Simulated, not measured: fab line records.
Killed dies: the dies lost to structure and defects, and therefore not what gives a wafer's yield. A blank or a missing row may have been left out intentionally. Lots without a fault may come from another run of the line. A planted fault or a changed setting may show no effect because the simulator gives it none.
Matching of chambers ; flow nand-harc ; NHARC_A_CONTACT_DEP_29 on pecvd-02 has 3 sister chambers
The step deposits SiON, target thk 100 nm. 20 wafers are shown with their chamber, then 10 later ones without.

## EACH WAFER AND ITS CHAMBER
wafer;chamber;heater-power-w (W);rf-fwd-power-W (W)
L075.2;0;716;348.2
L075.5;2;800;348.2
L075.6;1;837;348.1
L074.2;0;669;347.7
L074.3;2;753;348.1
L074.6;1;783;348.8
L077.2;1;752;347.8
L077.5;1;760;347.8
L077.6;2;722;346.6
L079.1;0;657;348.3
L079.5;2;834;347.2
L079.6;1;848;347.6
L084.3;1;783;350.0
L084.5;2;813;346.3
L084.6;1;811;348.4
L081.2;2;806;349.4
L081.3;1;693;346.0
L081.5;2;813;348.5
L092.1;0;637;347.7
L092.5;0;600;347.9

SIGNATURES (means of the wafers above)
reading;chamber 0;chamber 1;chamber 2;scatter within a chamber
heater-power-w;655.80;783.38;791.57;44.8
rf-fwd-power-W;347.960;348.062;347.757;0.99
Rule: distance of a wafer from a chamber = root of the sum over the readings of ((wafer's reading minus chamber's mean) / reading's scatter) squared. If the next closest chamber is less than 2 further off than the closest, the wafer can't be placed; otherwise it belongs to the closest. The scatter is the square root of a quotient: the sum, over the shown wafers, of each reading's squared deviation from its chamber's mean, divided by wafers minus chambers.

## WAFERS WHOSE CHAMBER IS MISSING
wafer;heater-power-w (W);rf-fwd-power-W (W)
L092.6;811;346.8
L093.1;712;347.1
L093.3;678;347.1
L093.6;702;346.4
L096.3;776;348.7
L096.4;792;350.0
L096.5;603;349.1
L095.1;687;346.4
L095.2;802;349.8
L095.3;764;347.9

## WHICH CHAMBER EACH WENT THROUGH
wafer;from the rows above;in truth
L092.6;can't be placed: 2 or 1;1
L093.1;can't be placed: 0 or 1 or 2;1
L093.3;can't be placed: 0 or 1 or 2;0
L093.6;can't be placed: 0 or 2 or 1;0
L096.3;can't be placed: 1 or 2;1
L096.4;can't be placed: 1 or 2 or 0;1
L096.5;0;0
L095.1;can't be placed: 0 or 2 or 1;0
L095.2;can't be placed: 1 or 2 or 0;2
L095.3;can't be placed: 1 or 2 or 0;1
Correct placement for 1 of the 10. These rows do not allow placing 9 (true chamber among the candidates in 9). Placed wrongly: 0.
